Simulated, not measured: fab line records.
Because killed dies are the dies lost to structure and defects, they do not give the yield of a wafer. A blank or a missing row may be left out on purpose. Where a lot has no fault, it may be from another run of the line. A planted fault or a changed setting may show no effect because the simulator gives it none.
fab line records ; flow n5_finfet
[record] lots = 7; wafers = 39
route steps=1938 shown WELL_APT@39 DUMMY_GATE@237
start_h: hours from the record's first day to the start of the lot's first wafer shown ; wait_h: how many hours have passed since the lot's step before this one ; " same as the row above ; L1.1+2: several wafers, shown together as one row ; - no value, or no start was given ; * or withheld: withheld ; < > ~ a bound
route shown NAME@n: a module of which the file shows steps, and the number in the route of the first ; usual: mean/standard deviation taken from wafers without a fault ; same: alike in all rows ; chamber/n: place in a boat ; sites: the reading at each site ; _std_site: their standard deviation ; _edge_site: the outer-site mean with the inner-site mean subtracted ; radius_mm: for every site, how far away it sits from the centre of the wafer ; mask NAME#n: copy n ; behind: tool/chamber where the wafer was last shaped ; hold: reason for holding the lot/hours on hold/outcome of the hold ; device: the n, p or np transistor that did not switch ; end of line: the same wafers' tests at the end of the route ; where a step has no rows: the recipe by itself ; killed: the dies lost at the first sort to structure and to defects; this is not the yield of the wafer ; map: shows each die of a wafer: x if killed, . if not, _ if none is there
set.NAME: the run value of the setting; set.NAME@STEP: its run value at that earlier step ; model.NAME: the simulator's own value behind a step, which no gauge read
one table per step and one row per wafer, for lots whose settings were changed on purpose
[[steps]]
[step N5_WELL_APT_EXPOSE_22]
[recipe] mask_id = PWELL; na = 0.8; source_shape = conventional; sigma_outer = 0.8; polarization = unpolarized; defocus_nm = 0; target_cd_nm = 200; dose_mj = 23.2
lot.wafer;tool;chamber;start_h;wait_h;mask;set.dose_mj
L080.1+3+5;krf_scanner-02;0;50.81;-;PWELL#0;23.2
L082.1+3+4;krf_scanner-01;0;63.16;-;PWELL#0;23.2
L082.2+5+6;krf_scanner-01;0;63.16;-;PWELL#0;24.54
L085.1+2+6;krf_scanner-02;0;80.56;-;PWELL#0;23.2
L085.3+4+5;krf_scanner-02;0;80.56;-;PWELL#0;21.74
L086.1+4+6;krf_scanner-01;0;86.69;-;PWELL#0;22.24
L086.2+3+5;krf_scanner-01;0;86.69;-;PWELL#0;23.2
L090.1+3+6;krf_scanner-01;0;110.83;-;PWELL#0;22.35
L090.2+4+5;krf_scanner-01;0;110.83;-;PWELL#0;23.2
L095.1+2+4;krf_scanner-01;0;141.29;-;PWELL#0;22.74
L095.3+5+6;krf_scanner-01;0;141.29;-;PWELL#0;23.2
L097.1+2+5;krf_scanner-02;0;152.82;-;PWELL#0;23.2
L097.3+4+6;krf_scanner-02;0;152.82;-;PWELL#0;24.49
[step N5_WELL_APT_PEB_23]
[recipe] peb_temp_c = 130; peb_time_s = 90
[step N5_WELL_APT_DEVELOP_24]
[recipe] develop_time_s = 45; rinse_liquid = surfactant_rinse; dry = air_spin; dev_temp_c = 21
[step N5_WELL_APT_HARDBAKE_29]
[recipe] temp_c = 130; time_s = 120
[step N5_WELL_APT_CD_MEAS_25]
[recipe] target_cd_nm = 200; landing_energy_ev = 500; detector = se_inlens
[usual] cd_nm = 199.9/1.3
lot.wafer;tool;chamber;start_h;wait_h;set.dose_mj@WELL_APT_EXPOSE_22;cd_nm
L080.1;cd_sem-01;0;50.99;-;23.2;197.4
L080.3;cd_sem-01;0;50.99;-;23.2;197.0
L080.5;cd_sem-01;0;50.99;-;23.2;197.4
L082.1;cd_sem-02;0;63.33;-;23.2;201.2
L082.2;cd_sem-02;0;63.33;-;24.54;212.3
L082.3;cd_sem-02;0;63.33;-;23.2;200.4
L082.4;cd_sem-02;0;63.33;-;23.2;201.4
L082.5;cd_sem-02;0;63.33;-;24.54;210.3
L082.6;cd_sem-02;0;63.33;-;24.54;211.6
L085.1;cd_sem-02;0;80.73;-;23.2;199.1
L085.2;cd_sem-02;0;80.73;-;23.2;200.8
L085.3;cd_sem-02;0;80.73;-;21.74;186.7
L085.4;cd_sem-02;0;80.73;-;21.74;187.1
L085.5;cd_sem-02;0;80.73;-;21.74;186.4
L085.6;cd_sem-02;0;80.73;-;23.2;199.2
L086.1;cd_sem-03;0;86.87;-;22.24;192.6
L086.2;cd_sem-03;0;86.87;-;23.2;199.5
L086.3;cd_sem-03;0;86.87;-;23.2;201.8
L086.4;cd_sem-03;0;86.87;-;22.24;192.8
L086.5;cd_sem-03;0;86.87;-;23.2;200.7
L086.6;cd_sem-03;0;86.87;-;22.24;192.0
L090.1;cd_sem-01;0;111.00;-;22.35;192.3
L090.2;cd_sem-01;0;111.00;-;23.2;200.0
L090.3;cd_sem-01;0;111.00;-;22.35;193.3
L090.4;cd_sem-01;0;111.00;-;23.2;199.0
L090.5;cd_sem-01;0;111.00;-;23.2;201.0
L090.6;cd_sem-01;0;111.00;-;22.35;192.7
L095.1;cd_sem-01;0;141.46;-;22.74;197.4
L095.2;cd_sem-01;0;141.46;-;22.74;195.1
L095.3;cd_sem-01;0;141.46;-;23.2;200.1
L095.4;cd_sem-01;0;141.46;-;22.74;197.9
L095.5;cd_sem-01;0;141.46;-;23.2;198.7
L095.6;cd_sem-01;0;141.46;-;23.2;200.4
L097.1;cd_sem-01;0;152.99;-;23.2;198.0
L097.2;cd_sem-01;0;152.99;-;23.2;198.1
L097.3;cd_sem-01;0;152.99;-;24.49;209.1
L097.4;cd_sem-01;0;152.99;-;24.49;208.4
L097.5;cd_sem-01;0;152.99;-;23.2;198.7
L097.6;cd_sem-01;0;152.99;-;24.49;206.6
[step N5_WELL_APT_DESCUM_30]
[recipe] chemistry = O2; time_s = 7.9; source_power_w = 50; bias_power_w = 20; pressure_mtorr = 20; rf_frequency_hz = 2.712e+07; temp_c = 40; o2_flow_sccm = 225
lot.wafer;tool;chamber;start_h;wait_h;set.dose_mj@WELL_APT_EXPOSE_22;model.WELL_APT.cd_nm
L080.1;rie_diel-01;3;51.08;0.0;23.2;197.3
L080.3;rie_diel-01;0;51.08;0.0;23.2;196.7
L080.5;rie_diel-01;1;51.08;0.0;23.2;198.5
L082.1;rie_diel-01;2;63.46;0.1;23.2;201.4
L082.2;rie_diel-01;0;63.46;0.1;24.54;212
L082.3;rie_diel-01;1;63.46;0.1;23.2;200.6
L082.4;rie_diel-01;3;63.46;0.1;23.2;201.1
L082.5;rie_diel-01;3;63.46;0.1;24.54;210.7
L082.6;rie_diel-01;2;63.46;0.1;24.54;211.5
L085.1;rie_diel-01;3;81.09;0.3;23.2;199.3
L085.2;rie_diel-01;2;81.09;0.3;23.2;200.1
L085.3+5;rie_diel-01;0,1;81.09;0.3;21.74;186.8
L085.4;rie_diel-01;1;81.09;0.3;21.74;187
L085.6;rie_diel-01;2;81.09;0.3;23.2;198.7
L086.1;rie_diel-02;3;86.95;0.0;22.24;192.7
L086.2;rie_diel-02;1;86.95;0.0;23.2;199.3
L086.3;rie_diel-02;2;86.95;0.0;23.2;201.9
L086.4;rie_diel-02;0;86.95;0.0;22.24;193
L086.5;rie_diel-02;2;86.95;0.0;23.2;200.7
L086.6;rie_diel-02;1;86.95;0.0;22.24;192.1
L090.1;rie_diel-02;3;111.20;0.1;22.35;192.2
L090.2;rie_diel-02;2;111.20;0.1;23.2;199.9
L090.3;rie_diel-02;0;111.20;0.1;22.35;193.2
L090.4;rie_diel-02;1;111.20;0.1;23.2;198.9
L090.5;rie_diel-02;2;111.20;0.1;23.2;200.9
L090.6;rie_diel-02;3;111.20;0.1;22.35;192.6
L095.1;rie_diel-02;2;141.77;0.3;22.74;196.9
L095.2;rie_diel-02;0;141.77;0.3;22.74;195.4
L095.3;rie_diel-02;1;141.77;0.3;23.2;199.7
L095.4;rie_diel-02;3;141.77;0.3;22.74;198.3
L095.5;rie_diel-02;0;141.77;0.3;23.2;198.8
L095.6;rie_diel-02;3;141.77;0.3;23.2;200.4
L097.1;rie_diel-01;0;153.08;0.0;23.2;197.8
L097.2;rie_diel-01;1;153.08;0.0;23.2;198.1
L097.3;rie_diel-01;3;153.08;0.0;24.49;209.6
L097.4;rie_diel-01;2;153.08;0.0;24.49;208.2
L097.5;rie_diel-01;3;153.08;0.0;23.2;198.4
L097.6;rie_diel-01;2;153.08;0.0;24.49;206.7
[step N5_DUMMY_GATE_ETCH_37]
[recipe] chemistry = N2/H2; target = SOC; target_depth_a = 600; overetch_a = 300; temp_c = 40; ion_energy_ev = 200; pressure_mtorr = 30; source_w = 840; bias_w = 150; n2_flow_sccm = 200; h2_flow_sccm = 200
[usual] rf_vpp_V = 524.4/2.8
lot.wafer;tool;chamber;start_h;wait_h;set.source_w;rf_vpp_V;model.SiARC_of_DUMMY_GATE_COAT_35.thk_nm
L080.1;rie_diel-03;2;87.61;0.0;840;526.4;5
L080.3;rie_diel-03;3;87.61;0.0;840;518.4;5.2
L080.5;rie_diel-03;2;87.61;0.0;840;524.7;5
L082.1;rie_diel-05;2;95.86;0.0;692.6;562.4;5.6
L082.2;rie_diel-05;0;95.86;0.0;840;524.2;4.8
L082.3;rie_diel-05;3;95.86;0.0;692.6;557.3;5.6
L082.4;rie_diel-05;1;95.86;0.0;840;528.6;4.8
L082.5;rie_diel-05;1;95.86;0.0;840;528.1;4.8
L082.6;rie_diel-05;2;95.86;0.0;692.6;563.1;5.4
L085.1;rie_diel-03;2;116.02;0.0;840;524.9;5
L085.2;rie_diel-03;0;116.02;0.0;793.8;534.7;5.2
L085.3;rie_diel-03;1;116.02;0.0;793.8;530.1;5.2
L085.4;rie_diel-03;1;116.02;0.0;840;521.6;5.2
L085.5;rie_diel-03;0;116.02;0.0;793.8;532.7;5.2
L085.6;rie_diel-03;2;116.02;0.0;840;524.6;5.2
L086.1;rie_diel-03;2;120.28;0.0;916.3;510.2;4.8
L086.2;rie_diel-03;0;120.28;0.0;916.3;508.7;4.8
L086.3;rie_diel-03;1;120.28;0.0;840;520.5;5.2
L086.4;rie_diel-03;2;120.28;0.0;916.3;509.8;4.8
L086.5;rie_diel-03;1;120.28;0.0;840;519.9;5.2
L086.6;rie_diel-03;0;120.28;0.0;840;524.0;5
L090.1;rie_diel-03;3;143.07;0.0;840;529.7;5
L090.2;rie_diel-03;0;143.07;0.0;840;523.8;5
L090.3;rie_diel-03;2;143.07;0.0;840;525.3;5
L090.4;rie_diel-03;1;143.07;0.0;840;520.8;5.2
L090.5;rie_diel-03;0;143.07;0.0;840;523.4;5
L090.6;rie_diel-03;3;143.07;0.0;840;528.3;5
L095.1;rie_diel-04;1;172.73;0.0;708.3;552.4;5.4
L095.2;rie_diel-04;2;172.73;0.0;840;525.7;5
L095.3;rie_diel-04;0;172.73;0.0;840;522.9;5.2
L095.4;rie_diel-04;2;172.73;0.0;708.3;556.6;5.4
L095.5;rie_diel-04;0;172.73;0.0;840;523.8;5.2
L095.6;rie_diel-04;1;172.73;0.0;708.3;553.3;5.4
L097.1;rie_diel-04;0;184.11;0.0;975.7;498.3;4.8
L097.2;rie_diel-04;2;184.11;0.0;840;526.3;5
L097.3;rie_diel-04;1;184.11;0.0;840;521.1;5
L097.4;rie_diel-04;3;184.11;0.0;975.7;493.3;4.6
L097.5;rie_diel-04;3;184.11;0.0;840;520.2;5
L097.6;rie_diel-04;2;184.11;0.0;975.7;501.9;4.6
[step N5_DUMMY_GATE_ETCH_31]
[recipe] chemistry = C4F6/O2; target = SiO2; mask_material = SOC; target_depth_a = 825; time_s = 27.5; ion_energy_ev = 250; pressure_mtorr = 30; source_w = 345; bias_w = 185; Ar_flow_sccm = 300; C4F6_flow_sccm = 10; O2_flow_sccm = 10
lot.wafer;tool;chamber;start_h;wait_h;set.target_depth_a;model.etch.depth_nm;model.SOC_of_DUMMY_GATE_COAT_34.thk_nm
L080.1;rie_diel-03;0;88.06;0.2;825;82.16;51.8
L080.3;rie_diel-03;2;88.06;0.2;825;82.58;52
L080.5;rie_diel-03;2;88.06;0.2;825;83.29;51.6
L082.1;rie_diel-05;0;96.30;0.1;825;84.52;51.4
L082.2;rie_diel-05;3;96.30;0.1;825;81.61;51.6
L082.3;rie_diel-05;2;96.30;0.1;825;82.35;51.6
L082.4;rie_diel-05;1;96.30;0.1;884;89.81;50.8
L082.5;rie_diel-05;2;96.30;0.1;884;88.86;51.2
L082.6;rie_diel-05;3;96.30;0.1;884;87.26;51.2
L085.1;rie_diel-04;3;116.58;0.1;879.8;88.87;51.2
L085.2;rie_diel-04;1;116.58;0.1;825;84.12;51.8
L085.3;rie_diel-04;0;116.58;0.1;879.8;86.8;51.4
L085.4;rie_diel-04;2;116.58;0.1;879.8;87.27;51.4
L085.5;rie_diel-04;0;116.58;0.1;825;81.36;52
L085.6;rie_diel-04;1;116.58;0.1;825;84.08;51.8
L086.1;rie_diel-04;3;120.74;0.1;825;82.9;51.6
L086.2;rie_diel-04;2;120.74;0.1;825;81.84;52
L086.3;rie_diel-04;0;120.74;0.1;825;80.73;52
L086.4;rie_diel-04;1;120.74;0.1;825;83.98;51.8
L086.5;rie_diel-04;1;120.74;0.1;825;83.57;51.8
L086.6;rie_diel-04;2;120.74;0.1;825;81.07;52
L090.1;rie_diel-04;1;143.36;0.0;906.6;91.65;51
L090.2;rie_diel-04;0;143.36;0.0;825;79.84;52.2
L090.3;rie_diel-04;3;143.36;0.0;825;82.26;51.8
L090.4;rie_diel-04;2;143.36;0.0;906.6;88.94;51.4
L090.5;rie_diel-04;2;143.36;0.0;825;81.52;51.8
L090.6;rie_diel-04;1;143.36;0.0;906.6;91.97;50.8
L095.1;rie_diel-03;1;173.01;0.0;825;82.22;51.8
L095.2;rie_diel-03;2;173.01;0.0;787.9;78.79;52.2
L095.3;rie_diel-03;3;173.01;0.0;825;83.73;51.8
L095.4;rie_diel-03;0;173.01;0.0;787.9;78.94;52.2
L095.5;rie_diel-03;0;173.01;0.0;787.9;79.03;52.2
L095.6;rie_diel-03;1;173.01;0.0;825;82.74;51.8
L097.1;rie_diel-05;2;184.39;0.0;825;83.72;51.4
L097.2;rie_diel-05;1;184.39;0.0;878.8;89.89;50.8
L097.3;rie_diel-05;3;184.39;0.0;825;81.99;51.6
L097.4;rie_diel-05;0;184.39;0.0;878.8;89.66;51.2
L097.5;rie_diel-05;0;184.39;0.0;825;84.3;51.6
L097.6;rie_diel-05;3;184.39;0.0;878.8;87.2;51.2
[step N5_DUMMY_GATE_ETCH_32]
[recipe] chemistry = CF4; target = SiO2; target_depth_a = 35; time_s = 3.9; ion_energy_ev = 350; pressure_mtorr = 10; icp_w = 800; bias_w = 400; cf4_flow_sccm = 80
lot.wafer;tool;chamber;start_h;wait_h;set.time_s;model.etch.depth_nm
L080.1;rie_si-01;3;88.31;0.1;3.9;3.512
L080.3;rie_si-01;0;88.31;0.1;3.9;3.465
L080.5;rie_si-01;3;88.31;0.1;3.9;3.495
L082.1;rie_si-03;1;96.55;0.1;3.9;3.458
L082.2;rie_si-03;3;96.55;0.1;3.392;3.063
L082.3;rie_si-03;0;96.55;0.1;3.392;3.062
L082.4;rie_si-03;2;96.55;0.1;3.9;3.443
L082.5;rie_si-03;1;96.55;0.1;3.9;3.432
L082.6;rie_si-03;2;96.55;0.1;3.392;3.005
L085.1;rie_si-01;1;116.83;0.1;3.9;3.488
L085.2;rie_si-01;0;116.83;0.1;3.263;2.888
L085.3;rie_si-01;3;116.83;0.1;3.9;3.484
L085.4;rie_si-01;1;116.83;0.1;3.263;2.93
L085.5;rie_si-01;3;116.83;0.1;3.263;2.898
L085.6;rie_si-01;0;116.83;0.1;3.9;3.458
L086.1;rie_si-01;0;120.98;0.1;3.9;3.437
L086.2;rie_si-01;3;120.98;0.1;3.9;3.46
L086.3;rie_si-01;1;120.98;0.1;3.9;3.48
L086.4+6;rie_si-01;3,1;120.98;0.1;3.9;3.508
L086.5;rie_si-01;0;120.98;0.1;3.9;3.446
L090.1;rie_si-03;3;143.61;0.1;3.9;3.52
L090.2;rie_si-03;1;143.61;0.1;3.9;3.441
L090.3;rie_si-03;0;143.61;0.1;3.9;3.556
L090.4;rie_si-03;2;143.61;0.1;3.217;2.835
L090.5;rie_si-03;0;143.61;0.1;3.217;2.938
L090.6;rie_si-03;3;143.61;0.1;3.217;2.889
L095.1;rie_si-03;3;173.26;0.1;3.9;3.532
L095.2;rie_si-03;1;173.26;0.1;3.235;2.879
L095.3;rie_si-03;0;173.26;0.1;3.235;2.912
L095.4;rie_si-03;2;173.26;0.1;3.235;2.871
L095.5;rie_si-03;2;173.26;0.1;3.9;3.457
L095.6;rie_si-03;1;173.26;0.1;3.9;3.423
L097.1;rie_si-03;0;184.63;0.1;3.334;3.007
L097.2;rie_si-03;1;184.63;0.1;3.9;3.434
L097.3;rie_si-03;3;184.63;0.1;3.334;2.986
L097.4;rie_si-03;2;184.63;0.1;3.9;3.425
L097.5;rie_si-03;1;184.63;0.1;3.9;3.427
L097.6;rie_si-03;2;184.63;0.1;3.334;2.981
[step N5_DUMMY_GATE_ETCH_42]
[recipe] chemistry = CHF3/O2; target = SiO2; target_depth_a = 35; time_s = 31; ion_energy_ev = 30; bias_w = 12; pressure_mtorr = 30; source_w = 600; Ar_flow_sccm = 200; CHF3_flow_sccm = 50; O2_flow_sccm = 5
[usual] rf_vpp_V = 42.2/0.9
lot.wafer;tool;chamber;start_h;wait_h;set.bias_w;rf_vpp_V
L080.1;rie_diel-04;0;88.56;0.0;12;43.0
L080.3;rie_diel-04;2;88.56;0.0;12;41.8
L080.5;rie_diel-04;2;88.56;0.0;12;43.8
L082.1;rie_diel-04;0;96.80;0.0;10.64;37.6
L082.2;rie_diel-04;2;96.80;0.0;12;42.0
L082.3;rie_diel-04;3;96.80;0.0;10.64;39.3
L082.4;rie_diel-04;1;96.80;0.0;12;41.5
L082.5;rie_diel-04;3;96.80;0.0;10.64;38.1
L082.6;rie_diel-04;2;96.80;0.0;12;43.3
L085.1;rie_diel-05;0;117.12;0.1;13.99;47.7
L085.2;rie_diel-05;1;117.12;0.1;13.99;48.7
L085.3;rie_diel-05;2;117.12;0.1;13.99;46.2
L085.4;rie_diel-05;3;117.12;0.1;12;43.3
L085.5;rie_diel-05;0;117.12;0.1;12;43.2
L085.6;rie_diel-05;1;117.12;0.1;12;44.0
L086.1;rie_diel-03;2;121.23;0.0;13.09;42.8
L086.2;rie_diel-03;1;121.23;0.0;12;42.0
L086.3;rie_diel-03;0;121.23;0.0;12;43.3
L086.4;rie_diel-03;2;121.23;0.0;13.09;44.7
L086.5;rie_diel-03;0;121.23;0.0;13.09;46.2
L086.6;rie_diel-03;1;121.23;0.0;12;42.0
L090.1;rie_diel-04;2;143.93;0.1;12;42.3
L090.2;rie_diel-04;1;143.93;0.1;12.9;42.3
L090.3;rie_diel-04;3;143.93;0.1;12;41.2
L090.4;rie_diel-04;0;143.93;0.1;12;42.6
L090.5;rie_diel-04;1;143.93;0.1;12.9;44.9
L090.6;rie_diel-04;0;143.93;0.1;12.9;43.8
L095.1;rie_diel-05;3;173.51;0.0;12;41.8
L095.2;rie_diel-05;2;173.51;0.0;12;42.2
L095.3;rie_diel-05;1;173.51;0.0;12;42.8
L095.4;rie_diel-05;0;173.51;0.0;12;40.1
L095.5;rie_diel-05;3;173.51;0.0;12;40.8
L095.6;rie_diel-05;0;173.51;0.0;12;42.5
L097.1;rie_diel-04;1;184.88;0.0;12;42.8
L097.2;rie_diel-04;2;184.88;0.0;12;42.3
L097.3;rie_diel-04;0;184.88;0.0;12;42.1
L097.4;rie_diel-04;3;184.88;0.0;10.21;36.2
L097.5;rie_diel-04;2;184.88;0.0;10.21;38.7
L097.6;rie_diel-04;3;184.88;0.0;10.21;36.3
[[key]]
[split] step = N5_WELL_APT_EXPOSE_22; setting = dose_mj; stated = 23.2; by = wafer
[response] step = N5_WELL_APT_CD_MEAS_25; reading = cd_nm; change = +1.9; per = 1%; r = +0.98
[response] step = N5_WELL_APT_DESCUM_30; reading = model.WELL_APT.cd_nm; change = +1.88; per = 1%; r = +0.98
[split] step = N5_DUMMY_GATE_ETCH_37; setting = source_w; stated = 840; by = wafer
[response] step = N5_DUMMY_GATE_ETCH_37; reading = rf_vpp_V; change = -1.75; per = 1%; r = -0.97
[response] step = N5_DUMMY_GATE_ETCH_37; reading = model.SiARC_of_DUMMY_GATE_COAT_35.thk_nm; change = -0.0278; per = 1%; r = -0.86
[split] step = N5_DUMMY_GATE_ETCH_31; setting = target_depth_a; stated = 825; by = wafer
[response] step = N5_DUMMY_GATE_ETCH_31; reading = model.etch.depth_nm; change = +0.864; per = 1%; r = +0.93
[response] step = N5_DUMMY_GATE_ETCH_31; reading = model.SOC_of_DUMMY_GATE_COAT_34.thk_nm; change = -0.0793; per = 1%; r = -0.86
[split] step = N5_DUMMY_GATE_ETCH_32; setting = time_s; stated = 3.9; by = wafer
[response] step = N5_DUMMY_GATE_ETCH_32; reading = model.etch.depth_nm; change = +0.0335; per = 1%; r = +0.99
[split] step = N5_DUMMY_GATE_ETCH_42; setting = bias_w; stated = 12; by = wafer
[response] step = N5_DUMMY_GATE_ETCH_42; reading = rf_vpp_V; change = +0.291; per = 1%; r = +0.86
